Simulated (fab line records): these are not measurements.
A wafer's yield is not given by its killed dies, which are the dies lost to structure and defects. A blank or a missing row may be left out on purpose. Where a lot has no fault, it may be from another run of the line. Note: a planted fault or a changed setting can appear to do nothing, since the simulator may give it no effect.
Split-lot study ; flow n5 finfet ; route with 1938 steps; 7 lots, 21 wafers read

## THE SPLIT ITSELF
At N5_BEOL_M9_COAT_05 (resist thk 90 nm), the setting spin rpm was moved away from the recipe's 1500 rpm on 9 of the 21 wafers read, by -10.1% to +6.7%. All remaining wafers had this setting at the recipe value.

## FROM THE SPLIT TO THE READING: what the file shows between them, 2 steps
- N5_BEOL_M9_EBR_07
- N5_BEOL_M9_SOFTBAKE_06: time 60 s

## THE READING
CAR-ArF_of_BEOL_M9_COAT_05.thk nm (the simulator's own value, which no gauge read), in nm, at N5_BEOL_M9_DESCUM_16 (chemistry O2, time 7.9 s). The file does not state a usual value for it. Average 83.3 nm, standard deviation 0.22 nm, over the 12 wafers here run with the recipe.

wafer;tool, chamber at the split;spin rpm as run, rpm;against the recipe;CAR-ArF_of_BEOL_M9_COAT_05.thk nm, nm;against lot-mates on the recipe
L081.1;litho track-05, 0;1500;recipe;83.6;-
L081.2;litho track-05, 0;1500;recipe;83.6;-
L081.4;litho track-05, 0;1348;-10.1%;88.4;+4.8
L083.1;litho track-05, 0;1500;recipe;83;-
L083.2;litho track-05, 0;1554;+3.6%;81.8;-1.2
L083.5;litho track-05, 0;1554;+3.6%;81.6;-1.4
L084.1;litho track-04, 0;1500;recipe;83.2;-
L084.5;litho track-04, 0;1500;recipe;83;-
L084.6;litho track-04, 0;1500;recipe;83.4;-
L086.2;litho track-04, 0;1500;recipe;83.2;-
L086.3;litho track-04, 0;1369;-8.7%;87.4;+4.1
L086.4;litho track-04, 0;1500;recipe;83.4;-
L088.1;litho track-03, 0;1500;recipe;83.6;-
L088.3;litho track-03, 0;1500;recipe;83.2;-
L088.6;litho track-03, 0;1587;+5.8%;80.6;-2.8
L093.1;litho track-05, 0;1455;-3.0%;85;+1.4
L093.3;litho track-05, 0;1455;-3.0%;84.8;+1.2
L093.5;litho track-05, 0;1500;recipe;83.6;-
L091.4;litho track-03, 0;1500;recipe;83.2;-
L091.5;litho track-03, 0;1601;+6.7%;80.8;-2.4
L091.6;litho track-03, 0;1601;+6.7%;80.6;-2.6

THE FIT
A straight line over all 21 wafers: CAR-ArF_of_BEOL_M9_COAT_05.thk nm changes by -0.459 nm for each +1% of spin rpm; r = -0.99; the points scatter about the line by 0.25 nm.
The same after taking each lot's own level away (the mean of its wafers on the recipe; 21 wafers): -0.437 nm for each +1%; r = -0.99; scatter 0.22 nm.
The reading moves by 4.4 nm for the largest change in spin rpm, on that fit.
From 83.00 to 83.60 nm: that is the span of the lots' own levels, equal to 2.7 times the standard deviation above.
The two slopes are in agreement: the lot-to-lot level therefore moves the slope only a little.
Check: +4.36 nm against its lot-mates is what the line predicts for one of the wafers moved furthest among these (-10.1%) when that wafer is left out of the fit. It came out at +4.8 nm against them.

## FURTHER SPLITS ON THESE WAFERS
These wafers also went through other splits before the reading. Each is held against what the fit with the lots' levels taken away leaves over:
other split on the same wafers;wafers away from the commonest value;r with CAR-ArF_of_BEOL_M9_COAT_05.thk nm (lot level and that fit taken away)
N5_BEOL_M6_TRENCH_ETCH_37 source w;5;+0.08
N5_BEOL_M7_EXPOSE_25 dose mj;9;-0.03
N5_BEOL_M8_ETCH_62 time s;7;+0.15
N5_BEOL_M8_COAT_71 spin rpm;7;-0.53

## THE WHOLE CHAIN: every reading that the file lists as answering this split, in the file's order
step;what it does;reading;change (the file's fit);r (the file's)
N5_BEOL_M9_COAT_05;resist thk 90 nm;CAR-ArF_of_BEOL_M9_COAT_05.thk nm (the simulator's own value, which no gauge read);-0.463 nm for each +1% of the setting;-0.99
N5_BEOL_M9_DESCUM_16;chemistry O2, time 7.9 s;CAR-ArF_of_BEOL_M9_COAT_05.thk nm (the simulator's own value, which no gauge read);-0.451 nm for each +1% of the setting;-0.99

## THE FILE'S OWN FIT
CAR-ArF_of_BEOL_M9_COAT_05.thk nm changes by -0.451 nm for each +1% of spin rpm, r = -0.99.
